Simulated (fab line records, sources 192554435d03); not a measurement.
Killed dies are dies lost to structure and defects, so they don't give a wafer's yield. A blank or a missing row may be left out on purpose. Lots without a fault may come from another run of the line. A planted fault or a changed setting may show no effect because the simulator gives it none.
Which tool did it? | flow n5_finfet | 24 lots, 72 wafers sampled, at 3 steps of a route of 1938

WHAT THE GAUGES READ, wafer by wafer
N5_FIN_SAQP_CD_MEAS_31: target cd 8 nm. Usual: cd_nm 8.12 nm, standard deviation 0.21.
lot  | measured    | on        | cd_nm (nm)     | flag
L074 | day 2 02:22 | cd_sem-02 | 8.40 8.07 8.13 |
L075 | day 2 09:17 | cd_sem-02 | 7.94 8.44 8.17 |
L076 | day 2 12:58 | cd_sem-03 | 8.43 8.52 8.03 |
L077 | day 2 22:31 | cd_sem-01 | 7.78 8.11 8.16 |
L078 | day 3 02:20 | cd_sem-01 | 8.23 8.06 7.99 |
L079 | day 3 07:52 | cd_sem-02 | 8.12 8.36 8.24 |
L080 | day 3 14:05 | cd_sem-03 | 8.15 7.92 8.21 |
L081 | day 3 20:04 | cd_sem-02 | 8.25 8.12 8.29 |
L082 | day 4 01:52 | cd_sem-03 | 7.99 8.33 8.10 |
L083 | day 4 07:53 | cd_sem-02 | 8.26 8.20 7.91 |
L084 | day 4 13:26 | cd_sem-02 | 8.03 7.75 7.91 |
L085 | day 4 22:15 | cd_sem-01 | 8.34 8.26 7.79 |
L086 | day 5 02:50 | cd_sem-03 | 8.10 8.37 8.32 |
L087 | day 5 08:02 | cd_sem-02 | 8.06 8.21 8.37 |
L088 | day 5 16:12 | cd_sem-01 | 8.04 8.51 7.82 |
L089 | day 5 20:35 | cd_sem-03 | 7.92 8.01 8.53 |
L090 | day 6 02:41 | cd_sem-03 | 8.17 7.82 8.16 |
L091 | day 6 08:55 | cd_sem-02 | 8.21 8.22 7.66 |
L092 | day 6 14:16 | cd_sem-01 | 8.21 8.04 8.07 |
L093 | day 6 20:57 | cd_sem-03 | 8.10 8.49 7.80 |
L094 | day 7 01:59 | cd_sem-01 | 8.06 8.12 8.20 |
L095 | day 7 06:41 | cd_sem-03 | 8.43 8.07 7.88 |
L096 | day 7 14:22 | cd_sem-03 | 7.83 8.23 8.03 |
L097 | day 7 19:52 | cd_sem-03 | 8.58 8.28 8.11 |

N5_FIN_SAQP_CD_MEAS_37: target cd 8 nm. Usual: cd_nm 8.08 nm, standard deviation 0.26.
lot  | measured    | on        | cd_nm (nm)     | flag
L074 | day 2 02:49 | cd_sem-01 | 7.52 8.25 8.10 |
L075 | day 2 09:45 | cd_sem-03 | 8.36 8.18 8.32 |
L076 | day 2 13:25 | cd_sem-02 | 7.98 8.37 8.33 |
L077 | day 2 23:01 | cd_sem-02 | 8.36 7.67 7.92 |
L078 | day 3 02:47 | cd_sem-03 | 7.99 7.80 8.13 |
L079 | day 3 08:23 | cd_sem-03 | 8.13 7.74 8.18 |
L080 | day 3 14:41 | cd_sem-02 | 7.51 8.10 8.18 |
L081 | day 3 20:36 | cd_sem-03 | 8.74 7.67 7.93 |
L082 | day 4 02:19 | cd_sem-02 | 8.39 8.62 8.45 |
L083 | day 4 08:20 | cd_sem-01 | 7.92 7.69 8.45 |
L084 | day 4 13:53 | cd_sem-01 | 8.18 7.74 7.71 |
L085 | day 4 22:42 | cd_sem-02 | 8.21 8.12 7.99 |
L086 | day 5 03:31 | cd_sem-02 | 7.90 8.21 8.23 |
L087 | day 5 08:41 | cd_sem-03 | 8.23 7.60 8.09 |
L088 | day 5 16:40 | cd_sem-02 | 8.38 8.02 8.58 |
L089 | day 5 21:03 | cd_sem-02 | 8.28 7.97 8.42 |
L090 | day 6 03:08 | cd_sem-02 | 8.26 7.87 8.30 |
L091 | day 6 09:22 | cd_sem-02 | 8.08 8.08 8.20 |
L092 | day 6 14:44 | cd_sem-01 | 8.20 8.19 8.56 |
L093 | day 6 21:24 | cd_sem-01 | 7.91 8.04 7.81 |
L094 | day 7 02:46 | cd_sem-02 | 7.78 8.20 7.80 |
L095 | day 7 07:08 | cd_sem-03 | 8.28 7.61 7.79 |
L096 | day 7 14:49 | cd_sem-03 | 7.92 8.35 7.86 |
L097 | day 7 20:20 | cd_sem-03 | 8.32 8.35 8.26 |

N5_FIN_CUT_INSPECT_10: inspects for defects (brightfield). Usual: raw_defect_count 40, standard deviation 10.
lot  | measured    | on                | raw_defect_count | flag
L074 | day 2 03:20 | defect_inspect-02 | 48 61 36         |
L075 | day 2 10:16 | defect_inspect-01 | 36 39 37         |
L076 | day 2 14:04 | defect_inspect-01 | 26 44 41         |
L077 | day 2 23:32 | defect_inspect-02 | 24 55 51         |
L078 | day 3 03:19 | defect_inspect-01 | 55 38 60         |
L079 | day 3 08:54 | defect_inspect-01 | 32 42 28         |
L080 | day 3 15:20 | defect_inspect-01 | 41 55 48         |
L081 | day 3 21:14 | defect_inspect-01 | 23 33 33         |
L082 | day 4 02:50 | defect_inspect-01 | 41 36 41         |
L083 | day 4 08:51 | defect_inspect-01 | 42 35 43         |
L084 | day 4 14:25 | defect_inspect-01 | 42 42 57         |
L085 | day 4 23:21 | defect_inspect-02 | 33 38 31         |
L086 | day 5 04:02 | defect_inspect-01 | 25 32 35         |
L087 | day 5 09:12 | defect_inspect-01 | 33 33 57         |
L088 | day 5 17:11 | defect_inspect-01 | 42 40 42         |
L089 | day 5 21:34 | defect_inspect-01 | 42 34 55         |
L090 | day 6 03:47 | defect_inspect-02 | 36 54 43         |
L091 | day 6 09:54 | defect_inspect-01 | 30 28 27         |
L092 | day 6 15:15 | defect_inspect-02 | 47 34 46         |
L093 | day 6 22:09 | defect_inspect-02 | 45 53 20         |
L094 | day 7 03:24 | defect_inspect-01 | 41 58 73         |
L095 | day 7 07:40 | defect_inspect-02 | 27 32 33         |
L096 | day 7 15:29 | defect_inspect-01 | 57 49 36         |
L097 | day 7 20:51 | defect_inspect-02 | 40 42 35         |

WHICH TOOL RAN EACH LOT (tool, then ch and the chambers of the sampled wafers, then the start)
The record holds no process step before these readings.

WHAT THE TOOLS THEMSELVES READ (means of the sampled wafers that have a number; where no wafer has one, the mark that the record gives instead)
The record holds no such reading with a usual standard deviation.

THE ANSWER, worked out from the rows above alone
Rule: a lot is off if the mean of its wafers that have a number lies more than 3 standard deviations from the usual mean. A lot without any number at a reading at which 4 lots or more have one is off too. The other lots that the step has rows for count as sound. The gauges are gone through in route order, then the tools' own readings, and for those a lot's mean is taken as printed above. The first step at which some lot is off is used, and at that step the reading that is off furthest; a lot without a number counts as furthest.
No lot is off at any reading shown: from this, nothing can be told.

WHAT THE SIMULATOR HAD PUT IN
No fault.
